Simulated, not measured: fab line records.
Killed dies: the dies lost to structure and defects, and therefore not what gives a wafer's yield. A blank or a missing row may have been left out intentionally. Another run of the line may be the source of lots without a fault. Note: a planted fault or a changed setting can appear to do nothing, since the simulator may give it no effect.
Chamber matching ; flow n5 finfet ; rie si-06 running N5_FIN_SAQP_MANDREL2_REMOVE_60: 3 sister chambers
The step chemistry HBr/Cl2/O2, target a-Si, stops on SiNx, bt time 10 s. 3 wafers are shown with their chamber, then 10 later ones without.

== WAFERS WITH THEIR CHAMBER ==
wafer;chamber;drypump motor current A (A)
L088.1;2;6.3
L089.1;1;5.7
L089.2;0;5.9

== WAFERS WITHOUT THEIR CHAMBER ==
wafer;drypump motor current A (A)
L089.6;5.9
L091.4;5.7
L091.5;6.3
L091.6;5.7
L094.1;5.7
L094.3;5.9
L094.5;5.7
L097.2;6.2
L097.3;5.9
L097.5;6.3

== THE CHAMBER EACH PASSED THROUGH ==
wafer;from the rows above;in truth
L089.6;0;0
L091.4;1;1
L091.5;2;2
L091.6;1;1
L094.1;1;1
L094.3;0;0
L094.5;1;1
L097.2;2;2
L097.3;0;0
L097.5;2;2
Correctly placed: 10 of 10. Left unplaced by these rows: 0. Placed wrongly: 0.
How it was worked out, from the rows above alone: a wafer's distance from a chamber is the root of the sum, over the readings, of the square of ((its reading less the chamber's mean) divided by the reading's scatter). If the next closest chamber is less than 2 further off than the closest, the wafer can't be placed; otherwise it belongs to the closest. A chamber's mean is the mean of its shown wafers. The scatter: root of mean squared gap, hidden wafer to nearest shown wafer, with one shown wafer a chamber.
